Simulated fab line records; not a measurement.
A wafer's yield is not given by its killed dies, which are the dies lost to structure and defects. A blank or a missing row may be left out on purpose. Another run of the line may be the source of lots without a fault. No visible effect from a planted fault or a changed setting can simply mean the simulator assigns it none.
fab line records | flow n5Finfet
record: lots: 5 wafers: 12 lastDay: 17
route steps=1938 shown MOL_CONTACT_COAG@615 BEOL_M0_SAQP@632 BEOL_M4@1111 PASSIVATION@1936
lots untouched by any fault: they come from a run of this same line in which no faults occurred
startH: start of the lot's first displayed wafer, in hours after the record's first day | waitH: how many hours have passed since the lot's step before this one | " the same as in the row above | L1.1+2: a single row standing in for several wafers | - no value, or no start given | * or withheld: withheld | < > ~ a bound
route shown NAME@n: a module of which the file shows steps, and the number in the route of the first | usual: the fault-free wafers' mean and standard deviation | same: alike in all rows | chamber/n: place in a boat | sites: readings site by site | _std_site: their standard deviation | _edge_site: the outer-site mean with the inner-site mean subtracted | radiusMm: how far each site lies from the wafer's centre | mask NAME#n: copy n | behind: the tool/chamber that last shaped the wafer | hold: the reason the lot was held/the length of the hold in hours/how it ended | device: the transistor (n, p or np) that didn't switch | end of line: at the end of the route, the tests of the same wafers | a step given without rows: its recipe and nothing more | killed: not the wafer's yield, but the dies lost to structure and defects at the first sort | map: a wafer's dies, x killed, . not, _ none there
set.NAME: the run value of the setting; set.NAME@STEP: its run value at that earlier step | model.NAME: the simulator's own value behind a step, which no gauge read
lots seen at some steps along the route; tables by step, rows by wafer
services: when a tool's chamber went out of use (startH, in hours from the record's first day, below 0 if earlier), for how many hours, and the reason
== steps ==
step: N5_MOL_CONTACT_COAG_VIA_ETCH_117
recipe: chemistry: C4F6/O2 targetDepthA: 400 overetchA: 80 maskMaterial: SOC target: SiO2 biasW: 455 pressureMtorr: 10 timeS: 26 sourceW: 325 Ar_flow_sccm: 300 C4F6_flow_sccm: 10 O2_flow_sccm: 10 ionEnergyEv: 575.3 ends: endPoint
step: N5_MOL_CONTACT_COAG_ETCH_124
recipe: chemistry: CH3F/O2 target: SiNx targetDepthA: 65 maskMaterial: SOC stopOn: SiOC overEtchFrac: 0.3 ionEnergyEv: 120 pressureMtorr: 30 sourceW: 395 biasW: 73 Ar_flow_sccm: 150 CH3F_flow_sccm: 30 O2_flow_sccm: 20 ends: endPoint
step: N5_MOL_CONTACT_COAG_ETCH_48
recipe: chemistry: C4F6/O2 targetDepthA: 150 overetchA: 45 maskMaterial: SOC target: SiOC biasW: 465 pressureMtorr: 10 timeS: 17 sourceW: 335 Ar_flow_sccm: 300 C4F6_flow_sccm: 10 O2_flow_sccm: 10 ionEnergyEv: 576
step: N5_MOL_CONTACT_COAG_STRIP_72
recipe: chemistry: N2/H2 powerW: 450 tempC: 40 pressureMtorr: 20 rfFrequencyHz: 6e+07 overashFraction: 3 biasPowerW: 7 h2Frac: 0.5 n2FlowSccm: 200 h2FlowSccm: 200
step: N5_MOL_CONTACT_COAG_STRIP_49
recipe: chemistry: N2/H2 timeS: 30 powerW: 1000 tempC: 250 pressureMtorr: withheld n2FlowSccm: 1750 h2FlowSccm: 3250
step: N5_MOL_CONTACT_COAG_PRECLEAN_138
recipe: chemistry: alkalineClean tempC: 60 timeS: 60 doPpb: 50
step: N5_MOL_CONTACT_COAG_SRD_139
recipe: dry: ipaMarangoni timeS: 30 tempC: 23 rinseLiquid: diw
step: N5_MOL_CONTACT_COAG_PRE_CLEAN_121
recipe: gas: H2/He timeS: * tempC: withheld
step: N5_MOL_CONTACT_COAG_CVD_140
recipe: material: W targetThkA: 665 mode: selectiveFill tempC: 300 timeS: 215
step: N5_MOL_CONTACT_COAG_PRECLEAN_127
recipe: chemistry: DIW timeS: 57.5 tempC: 23
step: N5_MOL_CONTACT_COAG_SRD_128
recipe: dryTimeS: 32 dry: n2Spin spinRpm: 1500
step: N5_MOL_CONTACT_COAG_CMP_52
recipe: stopOn: SiO2 tOverpolishS: 1.5 postCmpClean: wDiluteNh4oh downForcePsi: 4 platenRpm: 50.289 padVelocityMS: 1.0006 targetThkNm: 66.5
usual: motorCurrentA: 12.2/1.3 overpolishRunS: 1.500/0.0097 timeToEndpointS: 13.5/1.9
columns lot.wafer tool chamber startH waitH motorCurrentA overpolishRunS timeToEndpointS
L551.3 cmp-03 2 137.69 0.1 10.9 1.512 11.4
L551.4 " 3 " " 13.2 1.496 14.7
L551.5 " 1 " " 10.6 1.505 11.1
L562.4 cmp-03 2 217.92 0.0 10.7 1.512 10.7
L562.3 " 0 " " 12.5 0.051 26.0
L563.2 cmp-03 2 219.25 0.1 11.1 1.512 12.5
L563.3 " 3 " " 13.4 0.045 26.0
L564.4 cmp-03 1 226.13 0.0 11.0 1.504 12.4
L564.3 " 3 " " 13.3 0.044 26.0
L566.3 cmp-04 1 231.96 0.1 13.5 1.498 15.0
L566.1 " 2 " " 11.5 1.496 12.2
L566.5 " 1 " " 13.9 1.511 16.4
step: N5_MOL_CONTACT_COAG_ANNEAL_112
recipe: tempC: 400 timeS: 1800 ambient: HPD2 pressureAtm: 10
step: N5_MOL_CONTACT_COAG_INSPECT_97
recipe: inspectInstrument: darkfield mode: postAnneal
usual: rawDefectCount: 46/16
columns lot.wafer tool chamber startH waitH rawDefectCount
L551.3 defectInspect-01 - 141.04 0.1 69
L551.4 " - " " 90
L551.5 " - " " 36
L562.3 defectInspect-01 - 221.31 0.1 1016
L562.4 " - " " 60
L563.2 defectInspect-01 - 224.29 0.0 21
L563.3 " - " " 1069
L564.3 defectInspect-02 - 229.52 0.1 919
L564.4 " - " " 47
L566.1 defectInspect-02 - 235.49 0.0 46
L566.3 " - " " 33
L566.5 " - " " 68
step: N5_BEOL_M0_SAQP_PECVD_00
recipe: material: SiCN targetThkA: 80 tempC: withheld precursor: 3MS/NH3 pressureTorr: 3 rfW: 202 timeS: 14
step: N5_BEOL_M0_SAQP_ILD_DEP_01
recipe: material: SiOC targetThkA: 454.19 tempC: 350 precursor: DEMS/O2 pressureTorr: 5 rfW: 500 timeS: 8.7
step: N5_BEOL_M0_SAQP_HM_DEP_02
recipe: material: TiN targetThkA: 120 tempC: 25 chamberPressurePa: 0.49996
step: N5_BEOL_M0_SAQP_PECVD_03
recipe: material: SiCN targetThkA: 120 tempC: withheld precursor: 3MS/NH3 pressureTorr: 3 rfW: 202 timeS: 21.1
step: N5_BEOL_M0_SAQP_PECVD_96
recipe: material: a-Si targetThkA: 450 tempC: 350 precursor: SiH4/He pressureTorr: 3 rfW: 100 timeS: 45.2
step: N5_BEOL_M0_SAQP_PECVD_97
recipe: material: SiNx targetThkA: 230 tempC: 350 precursor: SiH4/NH3/N2 pressureTorr: 1.5 rfW: 300 timeS: 19.9
step: N5_BEOL_M0_SAQP_PECVD_04
recipe: material: a-Si targetThkA: 600 tempC: 350 precursor: SiH4/He pressureTorr: 3 rfW: 100 timeS: 60.2
step: N5_BEOL_M0_SAQP_HM_DEP_111
recipe: material: SiO2 targetThkA: 120 tempC: 400 precursor: SiH4/N2O pressureTorr: 0.75 rfW: 275 timeS: 7.2
step: N5_BEOL_M0_SAQP_COAT_81
recipe: resist: SOC tempC: 250 timeS: 60 spinRpm: 1500 resistThkNm: 100
step: N5_BEOL_M0_SAQP_COAT_82
recipe: resist: SiARC tempC: 220 timeS: 60 spinRpm: 1500 resistThkNm: 30
step: N5_BEOL_M0_SAQP_COAT_08
recipe: resist: CAR-ArF spinRpm: 1500 resistThkNm: 90
step: N5_BEOL_M0_SAQP_EBR_10
recipe: solvent: PGMEA ebrWidthMm: 1.5
step: N5_BEOL_M0_SAQP_SOFTBAKE_09
recipe: tempC: 110 timeS: 60 resist: CAR-ArF
step: N5_BEOL_M0_SAQP_EXPOSE_11
recipe: maskId: M0_CORE na: 1.35 sourceShape: dipole sigmaInner: 0.538 sigmaOuter: 0.738 polarization: te targetCdNm: 42 doseMj: 55
step: N5_BEOL_M0_SAQP_PEB_12
recipe: pebTempC: withheld pebTimeS: 60 resist: CAR-ArF
step: N5_BEOL_M0_SAQP_DEVELOP_13
recipe: developTimeS: 30 developer: TMAH resist: CAR-ArF devTempC: 23 rinseLiquid: diw dry: airSpin
step: N5_BEOL_M0_SAQP_DESCUM_19
recipe: chemistry: O2 timeS: 7.9 sourcePowerW: 50 biasPowerW: 20 pressureMtorr: 20 rfFrequencyHz: 2.712e+07 tempC: 40 resist: CAR-ArF o2FlowSccm: 225
step: N5_BEOL_M0_SAQP_ETCH_83
recipe: chemistry: CF4 target: SiARC targetDepthA: 390 maskMaterial: CAR-ArF timeS: 65 ionEnergyEv: 80 pressureMtorr: 40 sourceW: 545 biasW: 36 Ar_flow_sccm: 100 cf4FlowSccm: 100 ends: cleared
step: N5_BEOL_M0_SAQP_ETCH_84
recipe: chemistry: N2/H2 target: SOC targetDepthA: 1000 overetchA: 200 maskMaterial: SiARC tempC: 40 timeS: 150 ionEnergyEv: 200 pressureMtorr: 30 sourceW: 840 biasW: 150 n2FlowSccm: 200 h2FlowSccm: 200
step: N5_BEOL_M0_SAQP_STRIP_80
recipe: chemistry: N2/H2 tempC: 40 n2FlowSccm: 200 h2FlowSccm: 200 rfFrequencyHz: 6e+07
step: N5_BEOL_M0_SAQP_HM_OPEN_112
recipe: chemistry: CHF3/O2 target: SiO2 stopOn: a-Si targetDepthA: 120 overEtchFrac: 1.25 maskMaterial: SOC timeS: 13.5 pressureMtorr: 30 sourceW: 650 biasW: 170 Ar_flow_sccm: 200 CHF3_flow_sccm: 50 O2_flow_sccm: 5 ionEnergyEv: 200 ends: endPoint
step: N5_BEOL_M4_RC_MEAS_101
usual: DIBL_N: 36.3/1.2 DIBL_P: 36.7/1.5 IOFF_N: 0.164/0.02 IOFF_P: 0.214/0.024 ION_N: 673/8.5 ION_P: 461/5.9 SS_N: 71.6/0.44 SS_P: 73.3/0.55 VT_N: 249.4/2.4 VT_P: -250.0/2.3
columns lot.wafer tool chamber startH waitH DIBL_N[mV/V] DIBL_P[mV/V] IOFF_N[nA/um] IOFF_P[nA/um] ION_N[uA/um] ION_P[uA/um] SS_N[mV/dec] SS_P[mV/dec] VT_N[mV] VT_P[mV]
L551.3 prober-01 0 203.97 0.3 36.2 36.6 0.152 0.224 671 470 71.6 73.2 250.0 -247.6
L551.4 " 0 " " 36.2 35.8 0.153 0.211 678 462 70.7 73.6 248.5 -249.2
L551.5 " 0 " " 36.8 36.6 0.164 0.228 670 464 71.2 73.3 248.7 -245.8
L563.2 prober-01 0 281.12 0.2 35.2 37.4 0.164 0.210 682 464 71.4 72.5 247.2 -249.2
L562.4 prober-02 0 283.31 0.5 36.1 36.1 0.174 0.210 674 466 72.0 73.3 249.3 -251.5
L564.4 prober-01 0 286.94 0.5 34.8 35.3 0.159 0.197 676 460 71.4 73.4 249.4 -250.2
L566.1 prober-01 0 300.04 0.0 36.3 37.0 0.167 0.223 677 466 71.0 72.8 248.7 -250.5
L566.3 " 0 " " 37.6 37.8 0.191 0.241 672 455 72.1 73.7 245.5 -250.5
L566.5 " 0 " " 35.0 35.8 0.150 0.207 676 464 71.3 72.3 247.3 -251.2
step: N5_PASSIVATION_PROBE_49
usual: defectLimitedYield: 91.2/1.5 killed_at_M0_to_M3: 35/11 killed_at_M4_up: 13/5.6 killedAtContacts: 13/6.3 killedAtFrontEnd: 38/12 killedAtOther: 3.7/2.9 killedDies: 104/18 killedOpen: 69/13 killedShort: 34/8.3 sort_bin_5_function: 5.2/0.95 sort_bin_6_memory: 3.3/0.68 sortNPass: 1076/18 sortYieldPct: 91.2/1.5
same: grossDies: 1180 killedAtBackSide: 0 sort_bin_4_leakage[%]: 0 sort_bin_8_speed[%]: 0
columns lot.wafer tool chamber startH waitH defectLimitedYield[%] killed_at_M0_to_M3 killed_at_M4_up killedAtContacts killedAtFrontEnd killedAtOther killedDies killedOpen killedShort sort_bin_5_function[%] sort_bin_6_memory[%] sortNPass sortYieldPct[%]
L562.3 prober-02 - 383.79 0.1 18.2 34 16 882 31 2 965 76 39 5.1 4.4 215 18.2
L562.4 prober-02 - 383.84 0.2 89.9 56 21 10 30 2 119 73 46 6.4 3.2 1061 89.9
L564.3 prober-01 - 393.66 0.1 29.7 36 9 754 28 3 830 59 27 4.8 2.3 350 29.7
L563.2 prober-02 - 394.22 0.1 90.1 42 14 8 52 1 117 69 48 6.4 3.2 1063 90.1
L563.3 prober-02 - 394.27 0.1 0 25 21 1097 35 2 1180 58 43 5.5 2.4 0 0
killed by level:class
L562.3 MOL_CONTACT_COAG:areaCmp=850 MOL_CONTACT_COAG:geometricParticle:open=28 BEOL_M2:geometricParticle:open=10 GATE_CUT:geometricParticle:open=6 BEOL_M0_SAQP:geometricParticle:short=6 FIN_SAQP:geometricParticle:short=5 BEOL_M1:geometricParticle:open=5 BEOL_M0_SAQP:geometricParticle:open=5
L562.4 BEOL_M0_SAQP:geometricParticle:open=20 BEOL_M0_SAQP:geometricParticle:short=16 BEOL_M2:geometricParticle:open=10 GATE_CUT:geometricParticle:short=8 BEOL_M4:geometricParticle:open=8 MOL_CONTACT_COAG:geometricParticle:open=7 FIN_SAQP:geometricParticle:open=5 ILD0:geometricParticle:short=4
L564.3 MOL_CONTACT_COAG:areaCmp=743 FIN_SAQP:geometricParticle:open=11 BEOL_M3:geometricParticle:open=10 BEOL_M1:geometricParticle:open=8 MOL_CONTACT_COAG:geometricParticle:open=7 FIN_SAQP:geometricParticle:short=6 BEOL_M2:geometricParticle:open=6 BEOL_M0_SAQP:geometricParticle:short=5
L563.2 STI_FIN_REVEAL:geometricParticle:open=15 BEOL_M0_SAQP:geometricParticle:open=10 BEOL_M0_SAQP:geometricParticle:short=10 BEOL_M3:geometricParticle:open=8 FIN_SAQP:geometricParticle:short=7 BEOL_M4:geometricParticle:open=6 STARTING-WAFER:geometricParticle:open=6 FIN_SAQP:geometricParticle:open=5
L563.3 MOL_CONTACT_COAG:areaCmp=1079 MOL_CONTACT_COAG:geometricParticle:open=12 BEOL_M4:geometricParticle:open=10 BEOL_M0_SAQP:geometricParticle:short=9 FIN_SAQP:geometricParticle:short=8 GATE_CUT:geometricParticle:short=8 STI_FIN_REVEAL:geometricParticle:open=7 MOL_CONTACT_COAG:geometricParticle:short=6
map L562.3 (x killed, . not)
_________________........x...________________
______________.........x........_____________
___________....xxxxxxxxxxxxxxx.....__________
__________...xxxxxxxxxxxxxxxxxxxx..._________
________...xxxxxxxxxxxxxxxxxxxxxxxx..._______
_______...xxxxxxxxxxxxxxxxxxxxxxxxxxx..______
______x..xxxxxxxxxxxxxxxxxxxxxxxxxxxxx.._____
_____...xxxxxxxxxxxxxxxxxxxxxxxxxxxxxxx..____
____...xxxxxxxxxxxxxxxxxxxxxxxxxxxxxxxx...___
___...xxxxxxxxxxxxxxxxxxxxxxxxxxxxxxxxxx...__
___x.xxxxxxxxxxxxxxxxxxxxxxxxxxxxxxxxxxxx..__
__...xxxxxxxxxxxxxxxxxxxxxxxxxxxxxxxxxxxx..x_
__..xxxxxxxxxxxxxxxxxxxxxxxxxxxxxxxxxxxxxxx._
_.x.xxxxxxxxxxxxxxxxxxxxxxxxxxxxxxxxxxxxxxx..
_...xxxxxxxxxxxxxxxxxxxxxxxxxxxxxxxxxxxxxx...
_...xxxxxxxxxxxxxxxxxxxxxxxxxxxxxxxxxxxxxx...
_.x.xxxxxxxxxxxxxxxxxxxxxxxxxxxxxxxxxxxxxx..x
_...xxxxxxxxxxxxxxxxxxxxxxxxxxxxxxxxxxxxxx...
_.x.xxxxxxxxxxxxxxxxxxxxxxxxxxxxxxxxxxxxxxx..
_...xxxxxxxxxxxxxxxxxxxxxxxxxxxxxxxxxxxxxx...
_...xxxxxxxxxxxxxxxxxxxxxxxxxxxxxxxxxxxxxx...
__..xxxxxxxxxxxxxxxxxxxxxxxxxxxxxxxxxxxxxx.._
__...xxxxxxxxxxxxxxxxxxxxxxxxxxxxxxxxxxxx..._
___..xxxxxxxxxxxxxxxxxxxxxxxxxxxxxxxxxxxx..__
___.x.xxxxxxxxxxxxxxxxxxxxxxxxxxxxxxxxxxx..__
____...xxxxxxxxxxxxxxxxxxxxxxxxxxxxxxxx...___
_____...xxxxxxxxxxxxxxxxxxxxxxxxxxxxxx...____
______...xxxxxxxxxxxxxxxxxxxxxxxxxxxx..._____
_______...xxxxxxxxxxxxxxxxxxxxxxxxxxxx.______
________..xxxxxxxxxxxxxxxxxxxxxxxxx..x_______
__________...xxxxxxxxxxxxxxxxxxxx..._________
___________x....xxxxxxxxxxxxxx.....__________
______________....x..........x.._____________
_________________............________________
map L563.3 (x killed, . not)
_________________xxxxxxxxxxxx________________
______________xxxxxxxxxxxxxxxxxx_____________
___________xxxxxxxxxxxxxxxxxxxxxxxx__________
__________xxxxxxxxxxxxxxxxxxxxxxxxxx_________
________xxxxxxxxxxxxxxxxxxxxxxxxxxxxxx_______
_______xxxxxxxxxxxxxxxxxxxxxxxxxxxxxxxx______
______xxxxxxxxxxxxxxxxxxxxxxxxxxxxxxxxxx_____
_____xxxxxxxxxxxxxxxxxxxxxxxxxxxxxxxxxxxx____
____xxxxxxxxxxxxxxxxxxxxxxxxxxxxxxxxxxxxxx___
___xxxxxxxxxxxxxxxxxxxxxxxxxxxxxxxxxxxxxxxx__
___xxxxxxxxxxxxxxxxxxxxxxxxxxxxxxxxxxxxxxxx__
__xxxxxxxxxxxxxxxxxxxxxxxxxxxxxxxxxxxxxxxxxx_
__xxxxxxxxxxxxxxxxxxxxxxxxxxxxxxxxxxxxxxxxxx_
_xxxxxxxxxxxxxxxxxxxxxxxxxxxxxxxxxxxxxxxxxxxx
_xxxxxxxxxxxxxxxxxxxxxxxxxxxxxxxxxxxxxxxxxxxx
_xxxxxxxxxxxxxxxxxxxxxxxxxxxxxxxxxxxxxxxxxxxx
_xxxxxxxxxxxxxxxxxxxxxxxxxxxxxxxxxxxxxxxxxxxx
_xxxxxxxxxxxxxxxxxxxxxxxxxxxxxxxxxxxxxxxxxxxx
_xxxxxxxxxxxxxxxxxxxxxxxxxxxxxxxxxxxxxxxxxxxx
_xxxxxxxxxxxxxxxxxxxxxxxxxxxxxxxxxxxxxxxxxxxx
_xxxxxxxxxxxxxxxxxxxxxxxxxxxxxxxxxxxxxxxxxxxx
__xxxxxxxxxxxxxxxxxxxxxxxxxxxxxxxxxxxxxxxxxx_
__xxxxxxxxxxxxxxxxxxxxxxxxxxxxxxxxxxxxxxxxxx_
___xxxxxxxxxxxxxxxxxxxxxxxxxxxxxxxxxxxxxxxx__
___xxxxxxxxxxxxxxxxxxxxxxxxxxxxxxxxxxxxxxxx__
____xxxxxxxxxxxxxxxxxxxxxxxxxxxxxxxxxxxxxx___
_____xxxxxxxxxxxxxxxxxxxxxxxxxxxxxxxxxxxx____
______xxxxxxxxxxxxxxxxxxxxxxxxxxxxxxxxxx_____
_______xxxxxxxxxxxxxxxxxxxxxxxxxxxxxxxx______
________xxxxxxxxxxxxxxxxxxxxxxxxxxxxxx_______
__________xxxxxxxxxxxxxxxxxxxxxxxxxx_________
___________xxxxxxxxxxxxxxxxxxxxxxxx__________
______________xxxxxxxxxxxxxxxxxx_____________
_________________xxxxxxxxxxxx________________
== services ==
columns tool chamber startH hours kind
cmp-03 - 125.52 2.4 repair
cmp-04 - 166.09 6.3 pm
cmp-03 - 166.54 26.7 pm
cmp-04 - 174.50 1.8 repair
cmp-04 - 212.57 4.0 pm
cmp-04 - 216.57 - consumableReplace:conditioner
cmp-04 - 216.57 - consumableReplace:pad
== key ==
firstSign: step: N5_MOL_CONTACT_COAG_CMP_52 reading: overpolishRunS direction: down sigmas: 99+ usual: 1.500 struck: 0.047
effect: step: N5_MOL_CONTACT_COAG_CMP_52 reading: timeToEndpointS direction: up sigmas: 6.6 usual: * struck: *
effect: step: N5_MOL_CONTACT_COAG_INSPECT_97 reading: rawDefectCount direction: up sigmas: 59 usual: 46 struck: 1001
effect: step: N5_PASSIVATION_PROBE_49 reading: killedAtContacts direction: up sigmas: 99+ usual: 13 struck: 911
moreKillsBornAt: N5_MOL_CONTACT_COAG_CMP_52@cmp-03: 2672
metAt N5_MOL_CONTACT_COAG_CMP_52
struckWafers L562.3,L563.3,L564.3
laterRowsLeftOut L562.3,L563.3,L564.3
onsetBetween 137.69 217.92
fault: kind: processParameterDrift tool: cmp-03 chamber: - onsetH: 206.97 steps: N5_MOL_CONTACT_COAG_CMP_52 channel: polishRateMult offset: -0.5 shape: step endH: 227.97 scope: struckWafersOnly
laterRowsLeftOut: the simulator's readings of these wafers behind a module that went badly wrong aren't trusted and aren't shown, but for the sort
